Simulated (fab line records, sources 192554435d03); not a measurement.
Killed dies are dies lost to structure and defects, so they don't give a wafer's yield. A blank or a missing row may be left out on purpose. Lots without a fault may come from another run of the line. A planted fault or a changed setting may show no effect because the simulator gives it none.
A struck lot beside a sound one | flow n5_finfet | 36 steps out of a route of 1938
Sound: wafers L140.2, L140.5, L140.6. Struck: wafers L150.4, L150.6. The cause comes at the end.
At each step with rows: each side's tool, then ch and its chambers, then its first start. Under that, the readings that differ: sound wafers | struck wafers | difference of the means | sigmas: that difference in standard deviations of wafers without a fault.
alike: readings whose means differ by less than 2 such deviations, and words and numbers that are the same on both sides. not compared: withheld readings, readings that some wafer has no value for, bounds like >300 that may hide the same value, and numbers for which the record gives no deviation and whose values overlap.
The two part at a step that has a row with sigmas, a row that says differs or no value, or rows on one side only. Numbers that don't overlap but have no deviation are shown without sigmas and don't part them. A reading that every wafer of one side lacks parts them only if that side has two wafers or more.

first, 9 steps without rows for these wafers: N5_BEOL_M7_ALD_77 (deposits TaN, target thk 2 nm, pulse time 2 s, purge time 3 s); N5_BEOL_M7_SURFACE_TREAT_79; N5_BEOL_M7_CVD_78 (deposits Co from CCTBA/H2, target thk 2 nm, time 142.3 s); N5_BEOL_M7_SPUTTER_48 (material Cu, target thk 10 nm, time 1.667 s); N5_BEOL_M7_ECD_50 (material Cu, target thk 300 nm); N5_BEOL_M7_ANNEAL_51 (time 90 s); N5_BEOL_M7_CMP_52 (polishes, stops on SiCOH lowk, t overpolish 6.9 s, target thk 80 nm); N5_BEOL_M7_PRE_CLEAN_55 (time 15 s); N5_BEOL_M7_DEP_56 (deposits SiCN from 3MS/NH3, target thk 10 nm, time 17.5 s).
N5_BEOL_M8_ILD_DEP_00: deposits SiCOH lowk from DEMS/porogen, target thk 179.75 nm, time 33.4 s.
  sound on pecvd-02 ch 1,2, day 12 16:35; struck on pecvd-02 ch 0,1, day 18 19:10
  reading                                            | sound         | struck    | difference | sigmas
  model.SiCOH_lowk_of_BEOL_M8_ILD_DEP_00.thk_nm (nm) | 178.8 179 180 | 145.6 146 | -33.5      |
  alike: heater_power_w, showerhead_plenum_p_Torr, throttle_valve_pct
then, 1 step without rows for these wafers: N5_BEOL_M8_CURE_74 (cures SiCOH lowk, time 240 s).
N5_BEOL_M8_THK_MEAS_01:
  sound on film_metro-02, day 12 17:11; struck on film_metro-01, day 18 19:50
  reading         | sound             | struck      | difference | sigmas
  M8_ILD_THK (nm) | 154.1 154.2 155.2 | 125.4 125.7 | -28.9      | -15
then, 23 steps without rows for these wafers: N5_BEOL_M8_PECVD_70 (deposits SiO2 from TEOS/O2, target thk 20 nm, time 22.7 s); N5_BEOL_M8_HM_DEP_02 (deposits TiN, target thk 20 nm); N5_BEOL_M8_COAT_59 (time 60 s, resist thk 100 nm); N5_BEOL_M8_COAT_60 (time 60 s, resist thk 35 nm); N5_BEOL_M8_COAT_05 (resist thk 90 nm); N5_BEOL_M8_EBR_07; N5_BEOL_M8_SOFTBAKE_06 (time 60 s); N5_BEOL_M8_EXPOSE_08 (exposes mask M8); N5_BEOL_M8_PEB_09 (peb time 60 s); N5_BEOL_M8_DEVELOP_10 (develop time 30 s); N5_BEOL_M8_DESCUM_16 (chemistry O2, time 7.9 s); N5_BEOL_M8_ETCH_61 (etches SiARC in CF4, target depth 45.5 nm, time 75.8 s); N5_BEOL_M8_ETCH_62 (etches SOC in N2/H2, target depth 110 nm, overetch 22 nm, time 165 s); N5_BEOL_M8_STRIP_68 (strips in N2/H2); N5_BEOL_M8_STRIP_67 (strips in CF4); N5_BEOL_M8_HM_OPEN_17 (chemistry Cl2/BCl3, target TiN, target depth 20 nm, overetch 6 nm); N5_BEOL_M8_STRIP_19 (strips in O2); N5_BEOL_M8_COAT_63 (time 60 s, resist thk 60 nm); N5_BEOL_M8_COAT_64 (time 60 s, resist thk 12 nm); N5_BEOL_M8_COAT_71 (time 60 s, resist thk 5 nm); N5_BEOL_M8_COAT_22 (resist thk 30 nm); N5_BEOL_M8_EBR_24; N5_BEOL_M8_SOFTBAKE_23 (time 60 s).
N5_BEOL_M8_CMP_52: polishes, stops on SiCOH lowk, t overpolish 6.9 s, target thk 80 nm.
  sound on cmp-03 ch 0,1,2, day 12 22:49; struck on cmp-04 ch 0,2, day 19 03:16
  reading                                            | sound             | struck      | difference | sigmas
  model.SiCOH_lowk_of_BEOL_M8_ILD_DEP_00.thk_nm (nm) | 151.2 151.4 152.2 | 122.4 122.6 | -29.1      |
  alike: clearing_platen_down_force_psi, motor_current_A, retaining_ring_pressure_frac

WHERE THEY PART
Only at N5_BEOL_M8_THK_MEAS_01, within this record. Later steps at which nothing parts them and some readings are alike: N5_BEOL_M8_CMP_52.

WHY: what the simulator had put in
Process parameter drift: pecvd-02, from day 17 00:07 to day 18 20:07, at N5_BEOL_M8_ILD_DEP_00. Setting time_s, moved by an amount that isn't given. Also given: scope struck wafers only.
